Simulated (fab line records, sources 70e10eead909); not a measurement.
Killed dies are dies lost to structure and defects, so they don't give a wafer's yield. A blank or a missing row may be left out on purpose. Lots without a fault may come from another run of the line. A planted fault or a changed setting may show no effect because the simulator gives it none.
A struck lot beside a sound one | flow nand_harc | 40 steps out of a route of 1302
Sound: wafers L283.1, L283.2, L283.3. Struck: wafers L288.2, L288.3. (L288.6 of the same lot was not struck and is left out.) The cause comes at the end.
At each step with rows: each side's tool, then ch and its chambers, then its first start. Under that, the readings that differ: sound wafers | struck wafers | difference of the means | sigmas: that difference in standard deviations of wafers without a fault.
alike: readings whose means differ by less than 2 such deviations, and words and numbers that are the same on both sides. not compared: withheld readings, readings that some wafer has no value for, bounds like >300 that may hide the same value, and numbers for which the record gives no deviation and whose values overlap.
The two part at a step that has a row with sigmas, a row that says differs or no value, or rows on one side only. Numbers that don't overlap but have no deviation are shown without sigmas and don't part them. A reading that every wafer of one side lacks parts them only if that side has two wafers or more.

first, 4 steps without rows for these wafers: NHARC_A_BONDPAD_HARDBAKE_10 (time 65 s); NHARC_A_BONDPAD_DESCUM_11 (chemistry O2, time 3 s); NHARC_A_BONDPAD_ETCH_34 (etches the open film in N2/H2, target depth 60 nm, overetch 18 nm, time 65.91 s); NHARC_A_BONDPAD_ETCH_12 (etches the open film in CHF3/O2, target depth 220 nm, time 110 s).
NHARC_A_BONDPAD_CD_MEAS_13:
  sound on cd_sem-02, day 23 13:56; struck on cd_sem-01, day 26 11:38
  alike: cd_nm
then, 1 step without rows for these wafers: NHARC_A_BONDPAD_STRIP_15 (strips in O2).
NHARC_A_BONDPAD_ETCH_24: etches the open film in CF4/N2, target depth 30 nm, time 72.99 s.
  sound on rie_diel-02 ch 0,2,3; struck on rie_diel-05 ch 0,3
  reading                | sound    | struck | difference | sigmas
  rf_hours_counter_h (h) | 36 42 42 | 0 0    | -40        |
  alike: drypump_motor_current_A, oes_product_au, rf_fwd_power_W, rf_vpp_V, showerhead_plenum_p_Torr, throttle_valve_pct
then, 3 steps without rows for these wafers: NHARC_A_BONDPAD_STRIP_16 (strips in post etch residue remover, time 600 s); NHARC_A_BONDPAD_DEGAS_25 (time 60 s); NHARC_A_BONDPAD_PRE_CLEAN_26 (time 30 s).
NHARC_A_BONDPAD_PVD_17: deposits TaN, target thk 5 nm, time 8.06 s.
  sound on pvd_sputter-01; struck on pvd_sputter-03
  alike: bias_v, substrate_temp_c, throttle_valve_pct
then, 1 step without rows for these wafers: NHARC_A_BONDPAD_PVD_27 (deposits Cu, target thk 30 nm, time 20.49 s).
NHARC_A_BONDPAD_ECD_18: material Cu, target thk 400 nm.
  sound on ecd_cu-02 ch 0,1, day 23 14:55; struck on ecd_cu-02 ch 0,1, day 26 12:41
NHARC_A_BONDPAD_ANNEAL_28: time 90 s.
  sound on rtp_anneal-02 ch 0, day 23 15:18; struck on rtp_anneal-01 ch 0, day 26 13:04
  alike: wafer_temp_C_max
NHARC_A_BONDPAD_CMP_19: polishes, t overpolish 30 s, cu recess touch 16 s, target thk 169.82 nm.
  sound on cmp-02 ch 0,2,3, day 23 15:39; struck on cmp-01 ch 1,2, day 26 13:22
  alike: motor_current_A, overpolish_run_s, retaining_ring_pressure_frac, slurry_flow_ml_min
then, 1 step without rows for these wafers: NHARC_A_BONDPAD_SRD_21 (time 30 s, dry time 20 s).
NHARC_A_BONDPAD_INSPECT_23:
  sound on defect_inspect-01, day 23 16:10; struck on defect_inspect-02, day 26 13:54
  alike: raw_defect_count
then, 5 steps without rows for these wafers: NHARC_HYBRID_BOND_ACTIVATE_00 (chemistry N2, time 60 s); NHARC_HYBRID_BOND_PRECLEAN_01 (cleans in DIW, time 300 s); NHARC_HYBRID_BOND_SRD_02 (time 30 s, dry time 20 s); NHARC_HYBRID_BOND_BOND_03; NHARC_HYBRID_BOND_ANNEAL_04 (time 7200 s).
NHARC_HYBRID_BOND_OVL_MEAS_05:
  the record has rows for the sound wafers here (overlay-01, day 24 02:35) and none for the struck ones
NHARC_HYBRID_BOND_INSPECT_06: inspects for defects (ir void).
  the record has rows for the sound wafers here (defect_inspect-02, day 24 02:38) and none for the struck ones
NHARC_THIN_TSV_GRIND_00:
  the record has rows for the sound wafers here (grinder-01 ch 0, day 24 02:47) and none for the struck ones
then, 1 step without rows for these wafers: NHARC_THIN_TSV_CMP_01 (polishes).
NHARC_THIN_TSV_THK_MEAS_02: measures by ir.
  the record has rows for the sound wafers here (film_metro-01, day 24 04:16) and none for the struck ones
then, 12 steps without rows for these wafers: NHARC_THIN_TSV_SRD_03; NHARC_THIN_TSV_PRECLEAN_41 (cleans in SC1); NHARC_THIN_TSV_SRD_42; NHARC_THIN_TSV_DEP_43 (deposits SiO2, target thk 1328.5 nm); NHARC_THIN_TSV_DEHYDRATE_04 (time 120 s); NHARC_THIN_TSV_HMDS_05 (time 30 s); NHARC_THIN_TSV_COAT_06; NHARC_THIN_TSV_SOFTBAKE_07 (time 95 s); NHARC_THIN_TSV_EBR_08; NHARC_THIN_TSV_EXPOSE_09 (exposes mask TSV); NHARC_THIN_TSV_PEB_10 (peb time 85 s); NHARC_THIN_TSV_DEVELOP_11 (time 70 s).
NHARC_END_SORT_01:
  the record has rows for the struck wafers here (prober-01 ch 0, day 27 22:22) and none for the sound ones

WHERE THEY PART
First at NHARC_HYBRID_BOND_OVL_MEAS_05; last, within this record, at NHARC_END_SORT_01.

WHY: what the simulator had put in
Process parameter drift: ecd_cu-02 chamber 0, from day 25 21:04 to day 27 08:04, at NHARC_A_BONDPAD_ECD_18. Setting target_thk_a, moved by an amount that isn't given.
